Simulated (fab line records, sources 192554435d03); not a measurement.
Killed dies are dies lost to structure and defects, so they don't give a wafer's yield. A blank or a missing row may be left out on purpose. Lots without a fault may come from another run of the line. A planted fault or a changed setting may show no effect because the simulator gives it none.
Problem report in the 8D (eight disciplines) form, filled by code | flow n5_finfet | the parts of the form that need people (team, actions taken, sign-off) are left out

1. THE PROBLEM
spin_speed_rpm at N5_HKMG_FIN_COAT_29 reads a mean of 1455.1 rpm on 6 wafers of 2 lots; wafers without a fault read 1500.0 rpm with a standard deviation of 0.98. That is -46 standard deviations from the usual mean.
The step: time 60 s, resist thk 300 nm.
First seen on wafer L787.1, day 7 19:52, on litho_track-04. The record holds 27 wafers of 9 lots with a number at this step. Rule for "out", or "out of limits": more than 4 standard deviations from the usual mean. The other wafers with a number count as sound.

2. WHAT IT IS AND WHAT IT IS NOT
question                    | is                     | is not
which readings at this step | spin_speed_rpm         | dispense_pressure_kPa
which lots                  | L787, L788             | L774, L775, L778, L779, L792, L793, L795
which wafers of those lots  | all that have a number | -
read on which tools         | litho_track-04         | litho_track-01, litho_track-02
when                        | from day 7 19:52       | up to then (12 sound wafers); but 9 sound wafers of L792, L793, L795 came after

3. SUSPECTS, AND WHAT RULES EACH OUT
Counting: a tool at a process step up to the reading stays a suspect if it ran every lot that is out and no sound lot after the first of them.
- litho_track-04 at N5_HKMG_FIN_COAT_29 (time 60 s, resist thk 300 nm): kept. It ran every lot that is out, first L787 (day 7 19:52), and no sound lot after that; its last sound lot up to then is L779 (day 5 18:53). Its own readings are out on those wafers: spin_speed_rpm.
Left after counting: litho_track-04 at N5_HKMG_FIN_COAT_29.

4. THE CAUSE (what the simulator had put in)
Process parameter drift: litho_track-04, from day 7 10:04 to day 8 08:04, at N5_HKMG_FIN_COAT_29. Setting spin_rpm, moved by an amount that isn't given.
Counting left only this tool.

5. THE CHAIN OF EFFECTS, in route order
Each row: a reading whose mean over the struck wafers that have a number lies more than 3 standard deviations from the usual. Only readings for which the record gives a usual standard deviation are gone through. hours: the time from each lot's start at the first step in this table that gives one to its start at this step, as a median over the lots. sigmas: the change in usual standard deviations.
hours | step                | reading        | usual      | on struck wafers | change | sigmas
0     | N5_HKMG_FIN_COAT_29 | spin_speed_rpm | 1500.0 rpm | 1455.1           | -44.9  | -46
The process steps in it:
- N5_HKMG_FIN_COAT_29: time 60 s, resist thk 300 nm.
Later measuring or inspecting steps at which every struck wafer that the step has a row for has a number for every such reading, and none has moved that far: N5_BEOL_M4_RC_MEAS_101.

6. WHAT WOULD HAVE CAUGHT IT SOONER
In this record the first reading out of limits was taken at day 7 19:52, 10 hours after the fault began at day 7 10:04.
